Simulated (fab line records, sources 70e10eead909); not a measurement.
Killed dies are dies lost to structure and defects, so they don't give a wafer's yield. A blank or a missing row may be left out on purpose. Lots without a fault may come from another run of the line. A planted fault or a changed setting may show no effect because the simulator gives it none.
Which tool did it? | flow nand_harc | 12 lots, 36 wafers sampled, at 6 steps of a route of 1302

WHAT THE GAUGES READ, wafer by wafer
NHARC_P_GATE_CD_MEAS_26: target cd 120 nm.
lot  | measured     | on        | cd_nm (nm)
L727 | day 5 18:44  | cd_sem-03 | 121.1 120.1 121.4
L729 | day 6 20:04  | cd_sem-02 | 119.4 120.0 119.9
L732 | day 7 20:35  | cd_sem-01 | 109.2 107.7 108.8
L733 | day 8 11:00  | cd_sem-01 | 106.5 106.6 108.1
L738 | day 10 07:43 | cd_sem-02 | 120.6 119.9 120.9
L741 | day 11 18:58 | cd_sem-02 | 119.6 120.4 118.3
L743 | day 12 12:10 | cd_sem-03 | 118.6 119.7 119.5
L744 | day 12 23:01 | cd_sem-02 | 119.8 120.5 120.3
L745 | day 13 05:06 | cd_sem-02 | 119.8 119.2 120.7
L746 | day 13 18:07 | cd_sem-02 | 120.8 120.3 119.1
L747 | day 14 03:54 | cd_sem-01 | 120.3 119.5 119.2
L748 | day 14 11:21 | cd_sem-03 | 119.7 119.9 119.5

NHARC_END_SORT_01.
lot  | measured     | on        | killed_at_array | killed_at_other | killed_at_periphery | killed_dies | killed_open | killed_short
L732 | day 27 14:01 | prober-01 | 45 47 45        | 0 0 1           | 9 15 12             | 54 62 58    | 2 2 1       | 2 2 4
L733 | day 27 15:38 | prober-02 | 26 27 35        | 0 0 0           | 8 11 2              | 34 38 37    | 2 2 5       | 3 0 4

WHICH TOOL RAN EACH LOT (tool, then ch and the chambers of the sampled wafers, then the start)
lot  | NHARC_P_GATE_HM_DEP_102       | NHARC_P_GATE_PEB_24               | NHARC_P_GATE_ETCH_104              | NHARC_P_GATE_HM_OPEN_105
L727 | acl_dep-01 ch 0, day 5 17:24  | litho_track-01 ch 0, day 5 18:40  | rie_diel-01 ch 0,1,3, day 5 19:01  | rie_diel-01 ch 1,2,3, no start
L729 | acl_dep-03 ch 0, day 6 18:38  | litho_track-04 ch 0, day 6 19:59  | rie_diel-05 ch 0,2,3, day 6 20:23  | rie_diel-05 ch 0,2, no start
L732 | acl_dep-02 ch 0, day 7 19:16  | litho_track-04 ch 0, day 7 20:31  | rie_diel-01 ch 1,3, day 7 20:52    | rie_diel-01 ch 0,2, day 27 14:01 or earlier
L733 | acl_dep-03 ch 0, day 8 09:50  | litho_track-04 ch 0, day 8 10:55  | rie_diel-13 ch 1,3, day 8 11:16    | rie_diel-13 ch 0,3, day 27 15:38 or earlier
L738 | acl_dep-03 ch 0, day 10 06:29 | litho_track-01 ch 0, day 10 07:38 | rie_diel-13 ch 1,2,3, day 10 07:59 | rie_diel-13 ch 0,1,3, no start
L741 | acl_dep-03 ch 0, day 11 17:51 | litho_track-06 ch 0, day 11 18:53 | rie_diel-01 ch 0,1,2, day 11 19:14 | rie_diel-01 ch 0,1, no start
L743 | acl_dep-03 ch 0, day 12 10:56 | litho_track-06 ch 0, day 12 12:05 | rie_diel-01 ch 0,1,3, day 12 12:26 | rie_diel-01 ch 0,2, no start
L744 | acl_dep-01 ch 0, day 12 21:41 | litho_track-06 ch 0, day 12 22:56 | rie_diel-01 ch 0,1,2, day 12 23:18 | rie_diel-01 ch 1,2,3, no start
L745 | acl_dep-02 ch 0, day 13 03:53 | litho_track-04 ch 0, day 13 05:01 | rie_diel-05 ch 1,2,3, day 13 05:23 | rie_diel-05 ch 1,2,3, no start
L746 | acl_dep-01 ch 0, day 13 16:46 | litho_track-04 ch 0, day 13 18:02 | rie_diel-13 ch 2,3, day 13 18:23   | rie_diel-13 ch 0,1, no start
L747 | acl_dep-03 ch 0, day 14 02:33 | litho_track-04 ch 0, day 14 03:49 | rie_diel-01 ch 1,3, day 14 04:10   | rie_diel-01 ch 1,2,3, no start
L748 | acl_dep-03 ch 0, day 14 10:08 | litho_track-04 ch 0, day 14 11:16 | rie_diel-01 ch 0,1,2, day 14 11:38 | rie_diel-01 ch 0,1,3, no start
- NHARC_P_GATE_HM_DEP_102: deposits aC, target thk 120 nm.
- NHARC_P_GATE_PEB_24: peb time 65 s.
- NHARC_P_GATE_ETCH_104: etches the open film in CF4/CHF3, target depth 60 nm.
- NHARC_P_GATE_HM_OPEN_105: chemistry O2/COS, target depth 360 nm.

WHAT THE TOOLS THEMSELVES READ (means of the sampled wafers that have a number; where no wafer has one, the mark that the record gives instead)
NHARC_P_GATE_HM_DEP_102.
lot  | tool       | throttle_valve_pct (%)
L727 | acl_dep-01 | 34.999
L729 | acl_dep-03 | 34.993
L732 | acl_dep-02 | 35.004
L733 | acl_dep-03 | 35.001
L738 | acl_dep-03 | 35.002
L741 | acl_dep-03 | 35.004
L743 | acl_dep-03 | 34.993
L744 | acl_dep-01 | 34.998
L745 | acl_dep-02 | 34.997
L746 | acl_dep-01 | 34.996
L747 | acl_dep-03 | 35.001
L748 | acl_dep-03 | 35.007

NHARC_P_GATE_PEB_24.
lot  | tool           | heater_power_total_W (W) | resist_line_temp_C (C)
L727 | litho_track-01 | 157.1                    | 22.88
L729 | litho_track-04 | 156.2                    | 23.03
L732 | litho_track-04 | 156.8                    | 23.13
L733 | litho_track-04 | 156.7                    | 22.85
L738 | litho_track-01 | 156.5                    | 23.05
L741 | litho_track-06 | 156.3                    | 22.97
L743 | litho_track-06 | 157.0                    | 23.03
L744 | litho_track-06 | 156.3                    | 22.99
L745 | litho_track-04 | 157.2                    | 22.96
L746 | litho_track-04 | 156.5                    | 23.04
L747 | litho_track-04 | 156.8                    | 23.11
L748 | litho_track-04 | 156.3                    | 23.05

NHARC_P_GATE_ETCH_104.
lot  | tool        | drypump_motor_current_A (A) | oes_product_au (a.u.) | rf_vpp_V (V) | showerhead_plenum_p_Torr (Torr) | throttle_valve_pct (%)
L727 | rie_diel-01 | 5.7                         | 0.962                 | 369.2        | 1.56                            | 16.809
L729 | rie_diel-05 | 5.9                         | 0.953                 | 373.5        | 1.67                            | 16.804
L732 | rie_diel-01 | 5.8                         | 0.963                 | 371.5        | 1.60                            | 16.802
L733 | rie_diel-13 | 5.8                         | 0.981                 | 369.3        | 1.56                            | 16.805
L738 | rie_diel-13 | 5.7                         | 0.934                 | 371.5        | 1.57                            | 16.811
L741 | rie_diel-01 | 5.5                         | 0.982                 | 371.1        | 1.60                            | 16.803
L743 | rie_diel-01 | 5.7                         | 0.973                 | 370.0        | 1.55                            | 16.801
L744 | rie_diel-01 | 5.6                         | 0.946                 | 371.7        | 1.60                            | 16.805
L745 | rie_diel-05 | 6.3                         | 0.961                 | 372.8        | 1.64                            | 16.806
L746 | rie_diel-13 | 5.6                         | 0.964                 | 371.0        | 1.59                            | 16.812
L747 | rie_diel-01 | 5.8                         | 0.972                 | 372.0        | 1.60                            | 16.806
L748 | rie_diel-01 | 5.5                         | 0.974                 | 371.1        | 1.60                            | 16.800

NHARC_P_GATE_HM_OPEN_105.
lot  | tool        | drypump_motor_current_A (A) | oes_product_au (a.u.) | rf_vpp_V (V) | showerhead_plenum_p_Torr (Torr) | throttle_valve_pct (%)
L727 | rie_diel-01 | 5.7                         | 1.000                 | 468          | 3.17                            | 28.341
L729 | rie_diel-05 | 5.8                         | 0.993                 | 470          | 3.32                            | 28.324
L732 | rie_diel-01 | 5.5                         | 1.010                 | 466          | 3.09                            | 28.328
L733 | rie_diel-13 | 5.7                         | 0.995                 | 464          | 2.99                            | 28.335
L738 | rie_diel-13 | 5.8                         | 1.001                 | 466          | 3.04                            | 28.328
L741 | rie_diel-01 | 5.6                         | 1.014                 | 468          | 3.10                            | 28.331
L743 | rie_diel-01 | 5.4                         | 1.013                 | 469          | 3.17                            | 28.329
L744 | rie_diel-01 | 5.7                         | 1.012                 | 468          | 3.16                            | 28.327
L745 | rie_diel-05 | 6.3                         | 1.014                 | 470          | 3.26                            | 28.333
L746 | rie_diel-13 | 5.9                         | 1.006                 | 466          | 3.07                            | 28.331
L747 | rie_diel-01 | 5.7                         | 1.003                 | 468          | 3.16                            | 28.331
L748 | rie_diel-01 | 5.8                         | 1.013                 | 467          | 3.08                            | 28.330

THE ANSWER, worked out from the rows above alone
Rule: what is usual is taken from the lots themselves. Put in order of their means at a reading, lots are off if they are a third of the lots or fewer, leave a main group of 4 or more, and stand apart from it by a gap of 3 or more times the standard deviation of the main group's means; of several such gaps the widest counts. A main group whose means are all the same, to the digits that the tables above print for the reading, isn't used. A lot without any number at a reading at which 4 lots or more have one is off too. The other lots that the step has rows for count as sound. The gauges are gone through in route order, then the tools' own readings, and for those a lot's mean is taken as printed above. The first step at which some lot is off is used, and at that step the reading that is off furthest; a lot without a number counts as furthest.
Off: L732, L733, at NHARC_P_GATE_CD_MEAS_26 (cd_nm). The main group: mean 119.9 nm, standard deviation 0.46.
A tool fits if, at a process step before that reading, it ran every lot that is off, and no sound lot after the first of them. The gauges at NHARC_P_GATE_CD_MEAS_26 are tried like those tools. None of those tried fits.

WHAT THE SIMULATOR HAD PUT IN
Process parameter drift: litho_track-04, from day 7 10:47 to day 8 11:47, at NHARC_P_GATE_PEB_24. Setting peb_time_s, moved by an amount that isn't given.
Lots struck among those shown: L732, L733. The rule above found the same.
